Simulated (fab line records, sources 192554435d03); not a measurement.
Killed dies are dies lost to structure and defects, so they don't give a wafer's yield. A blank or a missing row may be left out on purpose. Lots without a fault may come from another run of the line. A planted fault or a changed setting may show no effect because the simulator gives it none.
Chamber matching | flow n5_finfet | N5_BEOL_M4_STRIP_19 on rie_diel-06: 4 sister chambers
The step strips in O2. 4 wafers are shown with their chamber, then 7 later ones without.

WAFERS WITH THEIR CHAMBER
wafer  | chamber | showerhead_plenum_p_Torr (Torr)
L076.5 | 1       | 2.22
L082.6 | 0       | 2.10
L083.1 | 3       | 1.97
L083.4 | 2       | 2.00

WAFERS WITHOUT THEIR CHAMBER
wafer  | showerhead_plenum_p_Torr (Torr)
L083.5 | 2.00
L089.1 | 2.21
L089.4 | 2.10
L089.6 | 2.21
L097.3 | 2.23
L097.4 | 1.99
L097.6 | 2.21

WHICH CHAMBER EACH WENT THROUGH
wafer  | from the rows above     | in truth
L083.5 | 2                       | 2
L089.1 | 1                       | 1
L089.4 | 0                       | 0
L089.6 | 1                       | 1
L097.3 | 1                       | 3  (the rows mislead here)
L097.4 | can't be placed: 2 or 3 | 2
L097.6 | 1                       | 1
Placed correctly: 5 of 7. Can't be placed from these rows: 1 (the true chamber is among the candidates in 1). Placed wrongly: 1.
How it was worked out, from the rows above alone: a wafer's distance from a chamber is the root of the sum, over the readings, of the square of ((its reading less the chamber's mean) divided by the reading's scatter). The wafer belongs to the nearest chamber; if the next one is less than 2 further off, it can't be placed. A chamber's mean is the mean of its shown wafers. The scatter: with one shown wafer a chamber, the root of the mean of the squares of how far each hidden wafer lies from its nearest shown one.
